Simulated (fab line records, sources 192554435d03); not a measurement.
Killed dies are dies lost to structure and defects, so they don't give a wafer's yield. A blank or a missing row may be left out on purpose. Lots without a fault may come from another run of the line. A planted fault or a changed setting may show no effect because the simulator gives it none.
Split-lot experiment | flow n5_finfet | 7 lots, 21 wafers read, on a route of 1938 steps

THE SPLIT
At N5_BEOL_M0_SAQP_COAT_87 (time 60 s, resist thk 5 nm), the setting spin_rpm was moved away from the recipe's 1500 rpm on 8 of the 21 wafers read, by -9.3% to +8.9%. The other wafers ran this setting at the recipe's value.

FROM THE SPLIT TO THE READING: what the file shows between them, 3 steps
- N5_BEOL_M0_SAQP_COAT_34: resist thk 30 nm
- N5_BEOL_M0_SAQP_EBR_36
- N5_BEOL_M0_SAQP_DESCUM_45: chemistry O2, time 7 s

THE READING
etch.depth_nm (the simulator's own value, which no gauge read), in nm, at N5_BEOL_M0_SAQP_ETCH_88 (etches underlayer in N2/H2, target depth 6.5 nm, time 5.2 s). The file gives no usual value for it. The 13 wafers here that ran the recipe average 4.990 nm, standard deviation 0.012 nm.

wafer  | tool, chamber at the split | spin_rpm as run, rpm | against the recipe | etch.depth_nm, nm | against lot-mates on the recipe
L074.3 | litho_track-05, 0          | 1634                 | +8.9%              | 4.784             | -0.207
L074.6 | litho_track-05, 0          | 1634                 | +8.9%              | 4.784             | -0.207
L074.5 | litho_track-05, 0          | 1500                 | recipe             | 4.991             | -
L079.1 | litho_track-04, 0          | 1500                 | recipe             | 5                 | -
L079.2 | litho_track-04, 0          | 1500                 | recipe             | 5.01              | -
L079.4 | litho_track-04, 0          | 1500                 | recipe             | 4.994             | -
L081.2 | litho_track-04, 0          | 1418                 | -5.5%              | 5.147             | +0.142
L081.4 | litho_track-04, 0          | 1500                 | recipe             | 5.005             | -
L081.6 | litho_track-04, 0          | 1418                 | -5.5%              | 5.161             | +0.156
L082.2 | litho_track-01, 0          | 1500                 | recipe             | 4.986             | -
L082.3 | litho_track-01, 0          | 1500                 | recipe             | 4.997             | -
L082.6 | litho_track-01, 0          | 1500                 | recipe             | 4.998             | -
L084.2 | litho_track-05, 0          | 1586                 | +5.7%              | 4.855             | -0.116
L084.4 | litho_track-05, 0          | 1500                 | recipe             | 4.973             | -
L084.5 | litho_track-05, 0          | 1500                 | recipe             | 4.969             | -
L086.2 | litho_track-05, 0          | 1500                 | recipe             | 4.992             | -
L086.4 | litho_track-05, 0          | 1500                 | recipe             | 4.975             | -
L086.6 | litho_track-05, 0          | 1500                 | recipe             | 4.98              | -
L096.1 | litho_track-05, 0          | 1361                 | -9.3%              | 5.255             | no lot-mate on the recipe
L096.4 | litho_track-05, 0          | 1361                 | -9.3%              | 5.232             | no lot-mate on the recipe
L096.5 | litho_track-05, 0          | 1361                 | -9.3%              | 5.244             | no lot-mate on the recipe

THE FIT
A straight line over all 21 wafers: etch.depth_nm changes by -0.0259 nm for each +1% of spin_rpm; r = -0.99; the points scatter about the line by 0.015 nm.
The same after taking each lot's own level away (the mean of its wafers on the recipe; 18 wafers): -0.024 nm for each +1%; r = -1.00; scatter 0.0094 nm.
On that fit, the largest move of spin_rpm shifts the reading by 0.22 nm.
The lots' own levels span 4.9710 to 5.0050 nm, that is 2.8 times the standard deviation above.
So the lot-to-lot level changes the slope little: the two slopes agree.
Check: with one of the wafers moved furthest among these (+8.9%) left out of the fit, the line predicts -0.212 nm for it against its lot-mates. It came out at -0.207 nm against them.

OTHER SPLITS ON THESE WAFERS
These wafers also went through other splits before the reading. Each is held against what the fit with the lots' levels taken away leaves over:
other split on the same wafers   | wafers away from the commonest value | r with etch.depth_nm (lot level and that fit taken away)
N5_BEOL_M0_SAQP_COAT_08 spin_rpm | 11                                   | -0.25
N5_BEOL_M0_SAQP_ETCH_107 bias_w  | 11                                   | +0.38

THE FILE'S OWN FIT
etch.depth_nm changes by -0.0234 nm for each +1% of spin_rpm, r = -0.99.
